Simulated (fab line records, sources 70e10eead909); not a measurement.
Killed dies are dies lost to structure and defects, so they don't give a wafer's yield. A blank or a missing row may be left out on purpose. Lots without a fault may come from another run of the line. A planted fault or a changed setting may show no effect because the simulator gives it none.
fab line records | flow nand_harc
record lots=24 wafers=72 last_day=24
route steps=1159 shown P_GATE@205 P_M0@264 P_M1@301
lots that met no fault: from a run of the same line without faults
start_h: hours from the record's first day to the start of the lot's first wafer shown | wait_h: hours since the lot's step before | " the same as in the row above | L1.1+2: a row that stands for several wafers | - no value, or no start given | * or withheld: withheld | < > ~ a bound
route shown NAME@n: a module of which the file shows steps, and the number in the route of the first | usual: mean/standard deviation of fault-free wafers | same: alike in all rows | chamber/n: place in a boat | sites: the reading at each site | _std_site: their standard deviation | _edge_site: outer sites' mean less inner sites' | radius_mm: how far each site lies from the wafer's centre | mask NAME#n: copy n | behind: the tool/chamber that last shaped the wafer | hold: why the lot was held/for how many hours/how that ended | device: the transistor (n, p or np) that didn't switch | end of line: the same wafers' tests at the end of the route | a step without rows: its recipe alone | killed: dies lost to structure and defects at the first sort, not the wafer's yield | map: a wafer's dies, x killed, . not, _ none there
set.NAME: the setting as run; set.NAME@STEP: as run at that earlier step | model.NAME: the simulator's own value behind a step, which no gauge read
steps of the route over a sample of lots; a table a step, a row a wafer
services: from which hour (start_h, from the record's first day; less than 0 if before it) a tool's chamber was out of use, for how many hours, and why
## steps
# step NHARC_P_GATE_STRIP_95
# recipe power_w=1500 temp_c=250 chemistry=O2
# usual drypump_motor_current_A=5.8/0.32 heater_power_w=355/37
# columns lot.wafer tool chamber start_h wait_h drypump_motor_current_A heater_power_w rf_hours_counter_h
L074.2 plasma_asher-01 0 99.34 0.6 5.9 400 65
L074.4 " 0 " " 5.9 387 -
L074.6 " 0 " " 5.9 393 -
L075.1 plasma_asher-02 1 114.26 0.5 5.4 352 34
L075.3 " 1 " " 5.5 343 -
L075.6 " 1 " " 5.5 353 -
L076.2 plasma_asher-01 0 114.57 0.6 5.9 398 2
L076.1 " 1 " " 6.1 321 2
L076.6 " 0 " " 5.9 406 -
L077.2 plasma_asher-01 1 127.07 0.6 6.0 311 5
L077.4 " 0 " " 5.9 405 -
L077.5 " 0 " " 5.9 411 -
L079.1 plasma_asher-01 0 129.14 0.6 6.0 400 6
L079.4 " 0 " " 6.0 415 -
L079.6 " 1 " " 6.1 319 -
L078.1 plasma_asher-02 1 129.66 0.6 5.4 346 39
L078.5 " 1 " " 5.5 348 -
L078.6 " 0 " " 5.3 332 -
L080.2 plasma_asher-02 1 141.80 0.6 5.5 353 43
L080.1 " 0 " " 5.3 334 43
L080.4 " 0 " " 5.3 340 -
L081.2 plasma_asher-02 1 149.71 0.6 5.4 335 46
L081.4 " 1 " " 5.5 350 -
L081.6 " 0 " " 5.3 344 -
L082.4 plasma_asher-01 1 150.74 0.4 6.1 316 -
L082.5 " 1 " " 6.1 319 -
L082.6 " 0 " " 5.9 409 -
L083.2 plasma_asher-02 1 161.09 0.5 5.4 349 49
L083.5 " 0 " " 5.3 343 -
L083.6 " 1 " " 5.5 354 -
L084.2 plasma_asher-01 1 165.19 0.6 6.1 322 19
L084.3 " 1 " " 6.1 318 -
L084.5 " 0 " " 5.9 412 -
L087.1 plasma_asher-02 0 182.03 0.5 5.3 331 55
L087.5 " 1 " " 5.5 355 -
L087.6 " 0 " " 5.2 337 -
L086.1 plasma_asher-01 0 182.49 0.6 5.9 403 24
L086.2 " 1 " " 6.1 319 24
L086.5 " 1 " " 6.1 325 -
L085.2 plasma_asher-02 1 182.87 0.5 5.4 349 56
L085.3 " 1 " " 5.4 349 -
L085.5 " 0 " " 5.2 340 -
L089.2 plasma_asher-01 0 193.38 0.6 5.9 409 31
L089.5 " 0 " " 5.9 403 -
L089.6 " 1 " " 6.1 313 -
L088.1 plasma_asher-01 1 195.70 0.6 6.1 313 32
L088.3 " 0 " " 5.9 408 -
L088.6 " 1 " " 6.1 313 -
L091.2 plasma_asher-02 0 200.01 0.6 5.3 329 5
L091.4 " 1 " " 5.4 371 -
L091.6 " 1 " " 5.4 366 -
L090.2 plasma_asher-01 0 200.92 0.6 6.0 415 35
L090.4 " 0 " " 5.9 401 -
L090.5 " 0 " " 5.9 409 -
L092.2 plasma_asher-01 1 212.97 0.5 6.1 316 38
L092.4 " 1 " " 6.1 321 -
L092.6 " 0 " " 5.9 403 -
L094.2 plasma_asher-01 1 228.57 0.5 6.0 317 44
L094.5 " 0 " " 5.9 407 -
L094.6 " 1 " " 6.1 315 -
L093.1 plasma_asher-01 1 229.73 0.6 6.1 321 44
L093.2 " 0 " " 6.0 406 44
L093.6 " 0 " " 5.9 409 -
L095.1 plasma_asher-01 0 233.06 0.5 6.0 409 46
L095.3 " 1 " " 6.1 314 -
L095.6 " 0 " " 5.9 398 -
L096.1 plasma_asher-02 1 237.61 0.5 5.5 374 16
L096.4 " 0 " " 5.3 322 -
L096.5 " 1 " " 5.5 375 -
L097.4 plasma_asher-01 1 238.08 0.4 6.1 318 -
L097.3 " 0 " " 5.9 397 -
L097.6 " 0 " " 5.9 402 -
# step NHARC_P_GATE_RTA_64
# recipe temp_c=1050 time_s=1
# usual lamp_power_pct=34.0/1.9 wafer_temp_C_max=1054.5/1.4
# columns lot.wafer tool chamber start_h wait_h lamp_power_pct wafer_temp_C_max
L074.2 rtp_anneal-01 0 99.93 - 35.6 1057.9
L074.4 " 0 " " 35.7 1054.0
L074.6 " 0 " " 35.6 1055.4
L075.1 rtp_anneal-01 0 114.81 - 35.6 1055.9
L075.3 " 0 " " 35.7 1055.6
L075.6 " 0 " " 35.6 1055.4
L076.1 rtp_anneal-01 0 115.15 - 35.6 1055.6
L076.2 " 0 " " 35.6 1055.4
L076.6 " 0 " " 35.6 1054.7
L077.2 rtp_anneal-01 0 127.66 - 35.6 1056.8
L077.4 " 0 " " 35.6 1058.8
L077.5 " 0 " " 35.6 1056.0
L079.1 rtp_anneal-01 0 129.76 - 35.6 1055.7
L079.4 " 0 " " 35.6 1055.1
L079.6 " 0 " " 35.6 1055.4
L078.1 rtp_anneal-02 0 130.32 - 31.6 1052.9
L078.5 " 0 " " 31.7 1052.4
L078.6 " 0 " " 31.7 1053.1
L080.1 rtp_anneal-01 0 142.42 - 35.6 1055.9
L080.2 " 0 " " 35.6 1054.3
L080.4 " 0 " " 35.6 1054.4
L081.2 rtp_anneal-01 0 150.36 - 35.6 1056.9
L081.4 " 0 " " 35.6 1055.6
L081.6 " 0 " " 35.6 1056.0
L082.4 rtp_anneal-01 0 151.64 - 35.5 1057.1
L082.5 " 0 " " 35.6 1056.5
L082.6 " 0 " " 35.6 1055.2
L083.2 rtp_anneal-02 0 161.70 - 31.7 1053.4
L083.5 " 0 " " 31.7 1054.1
L083.6 " 0 " " 31.7 1053.2
L084.2 rtp_anneal-01 0 165.78 - 35.6 1055.8
L084.3 " 0 " " 35.6 1055.1
L084.5 " 0 " " 35.6 1056.4
L087.1 rtp_anneal-01 0 182.59 - 35.6 1055.3
L087.5 " 0 " " 35.6 1054.3
L087.6 " 0 " " 35.6 1055.3
L086.1 rtp_anneal-02 0 183.06 - 31.7 1053.3
L086.2 " 0 " " 31.6 1053.3
L086.5 " 0 " " 31.7 1053.4
L085.2 rtp_anneal-02 0 183.53 - 31.6 1054.6
L085.3 " 0 " " 31.7 1053.9
L085.5 " 0 " " 31.7 1053.0
L089.2 rtp_anneal-02 0 193.97 - 31.7 1053.4
L089.5 " 0 " " 31.7 1051.7
L089.6 " 0 " " 31.6 1052.5
L088.1 rtp_anneal-01 0 196.26 - 35.6 1056.8
L088.3 " 0 " " 35.5 1053.6
L088.6 " 0 " " 35.6 1054.3
L091.2 rtp_anneal-02 0 200.60 - 31.6 1053.0
L091.4 " 0 " " 31.7 1053.6
L091.6 " 0 " " 31.6 1053.1
L090.2 rtp_anneal-02 0 201.52 - 31.7 1052.6
L090.4 " 0 " " 31.7 1052.7
L090.5 " 0 " " 31.7 1053.4
L092.2 rtp_anneal-02 0 213.55 - 31.7 1053.5
L092.4 " 0 " " 31.7 1053.8
L092.6 " 0 " " 31.7 1054.8
L094.2 rtp_anneal-01 0 229.17 - 35.7 1053.6
L094.5 " 0 " " 35.6 1059.8
L094.6 " 0 " " 35.7 1057.2
L093.1 rtp_anneal-01 0 230.30 - 35.6 1055.8
L093.2 " 0 " " 35.6 1055.2
L093.6 " 0 " " 35.7 1055.7
L095.1 rtp_anneal-01 0 233.61 - 35.6 1054.4
L095.3 " 0 " " 35.6 1052.6
L095.6 " 0 " " 35.7 1054.6
L096.1 rtp_anneal-02 0 238.18 - 31.7 1054.3
L096.4 " 0 " " 31.7 1052.3
L096.5 " 0 " " 31.6 1053.3
L097.3 rtp_anneal-02 0 238.67 - 31.6 1052.8
L097.4 " 0 " " 31.6 1052.7
L097.6 " 0 " " 31.7 1053.1
# step NHARC_P_M0_OVL_MEAS_10
# recipe pitch_nm=180
# usual overlay_x_nm=-0.2/0.63 overlay_y_nm=0.0/0.88
# columns lot.wafer tool chamber start_h wait_h overlay_x_nm overlay_y_nm
L074.2 overlay-01 - 106.91 - -0.4 -1.1
L074.4 " - " " -0.4 -0.4
L074.6 " - " " -0.9 -0.3
L075.1 overlay-01 - 129.03 - 0.4 -0.4
L075.3 " - " " 0.7 -0.7
L075.6 " - " " 0.7 -0.6
L076.1 overlay-02 - 129.81 - 0.0 -0.1
L076.2 " - " " 0.3 -0.7
L076.6 " - " " -0.1 -0.7
L077.2 overlay-02 - 140.04 - -0.7 0.5
L077.4 " - " " -0.9 0.1
L077.5 " - " " -0.5 0.3
L079.1 overlay-01 - 144.09 - 0.5 -0.3
L079.4 " - " " 0.3 0.3
L079.6 " - " " 0.2 0.1
L078.1 overlay-02 - 144.14 - 0.2 0.9
L078.5 " - " " 0.2 0.1
L078.6 " - " " -0.2 0.6
L080.1 overlay-02 - 149.55 - -0.9 -0.5
L080.2 " - " " -0.7 -0.1
L080.4 " - " " -1.0 -0.2
L081.2 overlay-01 - 158.56 - 1.1 -0.2
L081.4 " - " " 0.7 -0.9
L081.6 " - " " 0.9 -0.5
L082.4 overlay-01 - 159.40 - 0.5 -2.1
L082.5 " - " " 0.7 -1.9
L082.6 " - " " 1.3 -1.8
L083.2 overlay-02 - 168.97 - -0.1 -0.4
L083.5 " - " " 0.2 -0.1
L083.6 " - " " 0.1 0.0
L084.2 overlay-02 - 173.46 - -0.1 1.7
L084.3 " - " " 0.1 1.3
L084.5 " - " " 0.4 1.4
L087.1 overlay-02 - 189.85 - 0.0 0.6
L087.5 " - " " 0.5 -0.5
L087.6 " - " " 0.1 -0.4
L086.1 overlay-02 - 190.57 - 0.1 -2.1
L086.2 " - " " -0.1 -2.2
L086.5 " - " " -0.6 -1.5
L085.2 overlay-01 - 190.98 - 0.6 0.6
L085.3 " - " " -0.2 0.6
L085.5 " - " " -0.3 0.3
L089.2 overlay-02 - 207.40 - -0.2 0.2
L089.5 " - " " 0.0 0.1
L089.6 " - " " -0.4 0.0
L088.1 overlay-01 - 208.84 - -1.3 0.7
L088.3 " - " " -1.2 0.6
L088.6 " - " " -1.6 0.2
L091.2 overlay-02 - 209.37 - -0.5 -0.3
L091.4 " - " " -1.2 0.1
L091.6 " - " " -0.6 -0.2
L090.2 overlay-01 - 214.22 - -0.3 -0.4
L090.4 " - " " -0.8 0.4
L090.5 " - " " -0.6 0.9
L092.2 overlay-01 - 220.55 - 0.4 0.6
L092.4 " - " " -0.3 1.0
L092.6 " - " " -0.1 0.5
L094.2 overlay-01 - 238.30 - -1.3 1.6
L094.5 " - " " -0.9 2.1
L094.6 " - " " -1.1 1.3
L093.1 overlay-02 - 238.66 - -0.8 1.3
L093.2 " - " " -1.3 0.7
L093.6 " - " " -1.1 1.1
L095.1 overlay-02 - 240.81 - -0.9 -1.1
L095.3 " - " " -0.7 -1.0
L095.6 " - " " -0.6 -1.1
L096.1 overlay-01 - 245.34 - -0.6 0.2
L096.4 " - " " -0.1 0.1
L096.5 " - " " 0.0 0.5
L097.3 overlay-01 - 246.02 - -0.8 -0.3
L097.4 " - " " 0.1 0.0
L097.6 " - " " -0.6 0.1
# step NHARC_P_M0_THK_MEAS_24
# recipe thk_meas_gauge=xrf
# usual thk_nm=117.6/1.6
# columns lot.wafer tool chamber start_h wait_h thk_nm
L074.2 film_metro-02 - 109.32 - 116.3
L074.4 " - " " 120.2
L074.6 " - " " 120.2
L075.1 film_metro-01 - 131.95 - 117.1
L075.3 " - " " 119.1
L075.6 " - " " 118.2
L076.1 film_metro-01 - 132.43 - 120.1
L076.2 " - " " 116.2
L076.6 " - " " 116.7
L077.2 film_metro-01 - 142.54 - 118.8
L077.4 " - " " 114.2
L077.5 " - " " 118.6
L078.1 film_metro-02 - 146.56 - 118.2
L078.5 " - " " 119.2
L078.6 " - " " 115.1
L079.1 film_metro-01 - 146.95 - 117.7
L079.4 " - " " 117.2
L079.6 " - " " 117.9
L080.1 film_metro-01 - 151.96 - 115.2
L080.2 " - " " 116.4
L080.4 " - " " 117.0
L081.2 film_metro-01 - 161.10 - 118.6
L081.4 " - " " 118.7
L081.6 " - " " 117.4
L082.4 film_metro-01 - 161.87 - 118.0
L082.5 " - " " 120.8
L082.6 " - " " 116.7
L083.2 film_metro-02 - 171.41 - 118.5
L083.5 " - " " 119.5
L083.6 " - " " 116.2
L084.2 film_metro-02 - 176.19 - 117.1
L084.3 " - " " 115.7
L084.5 " - " " 116.8
L087.1 film_metro-01 - 192.33 - 115.6
L087.5 " - " " 118.1
L087.6 " - " " 115.9
L086.1 film_metro-01 - 193.10 - 115.1
L086.2 " - " " 115.0
L086.5 " - " " 116.3
L085.2 film_metro-01 - 193.49 - 116.8
L085.3 " - " " 118.8
L085.5 " - " " 122.1
L089.2 film_metro-02 - 209.89 - 116.6
L089.5 " - " " 116.6
L089.6 " - " " 115.9
L088.1 film_metro-01 - 211.27 - 118.7
L088.3 " - " " 118.0
L088.6 " - " " 116.9
L091.2 film_metro-01 - 211.78 - 119.7
L091.4 " - " " 118.0
L091.6 " - " " 116.4
L090.2 film_metro-01 - 216.63 - 118.2
L090.4 " - " " 116.5
L090.5 " - " " 116.5
L092.2 film_metro-01 - 222.99 - 119.1
L092.4 " - " " 116.5
L092.6 " - " " 116.0
L094.2 film_metro-02 - 240.72 - 117.5
L094.5 " - " " 117.5
L094.6 " - " " 114.3
L093.1 film_metro-01 - 241.18 - 116.0
L093.2 " - " " 115.6
L093.6 " - " " 117.2
L095.1 film_metro-02 - 243.28 - 118.5
L095.3 " - " " 119.4
L095.6 " - " " 119.6
L096.1 film_metro-01 - 247.97 - 119.3
L096.4 " - " " 116.1
L096.5 " - " " 119.7
L097.3 film_metro-02 - 248.59 - 114.0
L097.4 " - " " 119.0
L097.6 " - " " 117.3
# step NHARC_P_M1_CD_MEAS_16
# usual cd_nm=130.0/1.3
# columns lot.wafer tool chamber start_h wait_h cd_nm
L074.2 cd_sem-03 - 111.30 - 129.4
L074.4 " - " " 129.4
L074.6 " - " " 128.3
L075.1 cd_sem-01 - 133.97 - 131.5
L075.3 " - " " 131.5
L075.6 " - " " 131.5
L076.1 cd_sem-01 - 134.35 - 131.7
L076.2 " - " " 130.7
L076.6 " - " " 131.4
L077.2 cd_sem-03 - 144.58 - 127.4
L077.4 " - " " 128.3
L077.5 " - " " 130.0
L078.1 cd_sem-03 - 148.60 - 131.2
L078.5 " - " " 130.9
L078.6 " - " " 129.9
L079.1 cd_sem-01 - 149.06 - 128.4
L079.4 " - " " 130.3
L079.6 " - " " 129.4
L080.1 cd_sem-02 - 154.01 - 129.5
L080.2 " - " " 130.2
L080.4 " - " " 130.8
L081.2 cd_sem-02 - 163.00 - 130.8
L081.4 " - " " 130.7
L081.6 " - " " 131.7
L082.4 cd_sem-03 - 163.95 - 130.9
L082.5 " - " " 130.4
L082.6 " - " " 131.8
L083.2 cd_sem-02 - 173.45 - 129.7
L083.5 " - " " 129.4
L083.6 " - " " 129.4
L084.2 cd_sem-02 - 178.13 - 132.9
L084.3 " - " " 129.4
L084.5 " - " " 131.5
L087.1 cd_sem-01 - 194.42 - 131.5
L087.5 " - " " 131.2
L087.6 " - " " 129.9
L086.1 cd_sem-02 - 195.31 - 129.3
L086.2 " - " " 130.3
L086.5 " - " " 129.8
L085.2 cd_sem-03 - 195.55 - 128.0
L085.3 " - " " 130.3
L085.5 " - " " 128.4
L089.2 cd_sem-02 - 211.81 - 128.8
L089.5 " - " " 129.0
L089.6 " - " " 127.6
L088.1 cd_sem-03 - 213.35 - 129.5
L088.3 " - " " 131.7
L088.6 " - " " 128.1
L091.2 cd_sem-01 - 213.86 - 129.7
L091.4 " - " " 130.1
L091.6 " - " " 129.1
L090.2 cd_sem-02 - 218.74 - 130.9
L090.4 " - " " 132.2
L090.5 " - " " 131.2
L092.2 cd_sem-01 - 225.03 - 130.5
L092.4 " - " " 130.8
L092.6 " - " " 129.0
L094.2 cd_sem-02 - 243.48 - 131.5
L094.5 " - " " 130.2
L094.6 " - " " 131.6
L093.1 cd_sem-01 - 243.66 - 128.5
L093.2 " - " " 129.6
L093.6 " - " " 127.7
L095.1 cd_sem-01 - 245.70 - 128.7
L095.3 " - " " 130.2
L095.6 " - " " 129.7
L096.1 cd_sem-02 - 249.98 - 129.9
L096.4 " - " " 130.1
L096.5 " - " " 129.3
L097.3 cd_sem-01 - 250.52 - 129.0
L097.4 " - " " 127.5
L097.6 " - " " 128.4
# step NHARC_P_M1_THK_MEAS_24
# recipe thk_meas_gauge=xrf
# usual thk_nm=157.9/1.8
# columns lot.wafer tool chamber start_h wait_h thk_nm
L074.2 film_metro-02 - 113.48 - 155.5
L074.4 " - " " 159.9
L074.6 " - " " 154.8
L075.1 film_metro-01 - 136.09 - 159.7
L075.3 " - " " 155.6
L075.6 " - " " 157.6
L076.1 film_metro-01 - 136.46 - 156.9
L076.2 " - " " 157.7
L076.6 " - " " 159.1
L077.2 film_metro-01 - 146.88 - 158.7
L077.4 " - " " 155.8
L077.5 " - " " 157.7
L078.1 film_metro-02 - 150.73 - 159.9
L078.5 " - " " 157.5
L078.6 " - " " 155.3
L079.1 film_metro-01 - 151.22 - 159.5
L079.4 " - " " 155.5
L079.6 " - " " 161.0
L080.1 film_metro-01 - 156.13 - 156.5
L080.2 " - " " 158.1
L080.4 " - " " 162.6
L081.2 film_metro-01 - 165.18 - 158.0
L081.4 " - " " 158.3
L081.6 " - " " 157.1
L082.4 film_metro-02 - 166.09 - 160.5
L082.5 " - " " 157.6
L082.6 " - " " 159.0
L083.2 film_metro-01 - 175.58 - 157.1
L083.5 " - " " 161.8
L083.6 " - " " 156.1
L084.2 film_metro-01 - 180.24 - 156.0
L084.3 " - " " 156.9
L084.5 " - " " 159.2
L087.1 film_metro-01 - 196.56 - 156.4
L087.5 " - " " 156.5
L087.6 " - " " 156.7
L086.1 film_metro-01 - 197.46 - 156.1
L086.2 " - " " 158.8
L086.5 " - " " 157.2
L085.2 film_metro-01 - 197.87 - 158.2
L085.3 " - " " 158.9
L085.5 " - " " 153.9
L089.2 film_metro-02 - 213.93 - 155.9
L089.5 " - " " 159.2
L089.6 " - " " 158.5
L088.1 film_metro-01 - 215.47 - 156.6
L088.3 " - " " 156.3
L088.6 " - " " 157.9
L091.2 film_metro-01 - 215.98 - 157.4
L091.4 " - " " 156.6
L091.6 " - " " 156.9
L090.2 film_metro-02 - 221.14 - 159.5
L090.4 " - " " 156.7
L090.5 " - " " 162.9
L092.2 film_metro-01 - 227.15 - 159.9
L092.4 " - " " 159.3
L092.6 " - " " 157.5
L094.2 film_metro-02 - 245.72 - 157.7
L094.5 " - " " 161.2
L094.6 " - " " 158.6
L093.1 film_metro-01 - 245.84 - 156.1
L093.2 " - " " 158.4
L093.6 " - " " 155.2
L095.1 film_metro-02 - 248.28 - 156.5
L095.3 " - " " 160.4
L095.6 " - " " 158.5
L096.1 film_metro-01 - 252.10 - 158.9
L096.4 " - " " 158.3
L096.5 " - " " 156.5
L097.3 film_metro-01 - 252.65 - 158.2
L097.4 " - " " 160.3
L097.6 " - " " 159.1
## services
# columns tool chamber start_h hours kind
plasma_asher-01 - 99.40 9.0 pm
plasma_asher-01 0 99.40 9.0 vent_cycle
plasma_asher-01 1 99.40 9.0 vent_cycle
plasma_asher-01 0 108.40 - clean
plasma_asher-01 1 108.40 - clean
plasma_asher-01 - 119.60 1.0 repair
plasma_asher-02 - 183.10 9.0 pm
plasma_asher-02 0 183.10 9.0 vent_cycle
plasma_asher-02 1 183.10 9.0 vent_cycle
plasma_asher-02 0 192.10 - clean
plasma_asher-02 1 192.10 - clean
plasma_asher-01 - 197.43 0.5 repair
## key
fault none
